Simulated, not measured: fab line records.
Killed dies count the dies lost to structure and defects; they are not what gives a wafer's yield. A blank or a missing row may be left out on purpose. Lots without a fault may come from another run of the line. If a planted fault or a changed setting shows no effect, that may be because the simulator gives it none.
Matching of chambers :: flow n5-finfet :: N5_BEOL_M2_PRE_CLEAN_60 on cvd-co-02: 3 sister chambers
The step time 15 s. 3 wafers are shown with their chamber, then 12 later ones without.

== EACH WAFER AND ITS CHAMBER ==
wafer: L090.1
chamber: 2
heater-power-w (W): 89

wafer: L090.5
chamber: 0
heater-power-w (W): 77

wafer: L090.6
chamber: 1
heater-power-w (W): 71

== WAFERS WITH NO CHAMBER GIVEN ==
wafer: L091.1
heater-power-w (W): 87

wafer: L091.3
heater-power-w (W): 75

wafer: L091.6
heater-power-w (W): 89

wafer: L093.3
heater-power-w (W): 88

wafer: L093.5
heater-power-w (W): 91

wafer: L093.6
heater-power-w (W): 74

wafer: L095.1
heater-power-w (W): 77

wafer: L095.2
heater-power-w (W): 72

wafer: L095.4
heater-power-w (W): 75

wafer: L096.4
heater-power-w (W): 73

wafer: L096.5
heater-power-w (W): 75

wafer: L096.6
heater-power-w (W): 87

== WHICH CHAMBER EACH ONE RAN IN ==
wafer: L091.1
from the rows above: 2
in truth: 2

wafer: L091.3
from the rows above: can't be placed: 0 or 1
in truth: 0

wafer: L091.6
from the rows above: 2
in truth: 2

wafer: L093.3
from the rows above: 2
in truth: 2

wafer: L093.5
from the rows above: 2
in truth: 2

wafer: L093.6
from the rows above: can't be placed: 0 or 1
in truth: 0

wafer: L095.1
from the rows above: 0
in truth: 0

wafer: L095.2
from the rows above: 1
in truth: 1

wafer: L095.4
from the rows above: can't be placed: 0 or 1
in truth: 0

wafer: L096.4
from the rows above: can't be placed: 1 or 0
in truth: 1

wafer: L096.5
from the rows above: can't be placed: 0 or 1
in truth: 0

wafer: L096.6
from the rows above: 2
in truth: 2
Correctly placed: 7 of 12. From these rows, 5 cannot be placed; in 5 the true chamber is one of the candidates. Wrongly placed: 0.
How it was worked out, from the rows above alone: a wafer's distance from a chamber is the root of the sum, over the readings, of the square of ((its reading less the chamber's mean) divided by the reading's scatter). If the next closest chamber is less than 2 further off than the closest, the wafer can't be placed; otherwise it belongs to the closest. Each chamber's mean is taken over the wafers shown for it. The scatter: root of mean squared gap, hidden wafer to nearest shown wafer, with one shown wafer a chamber.
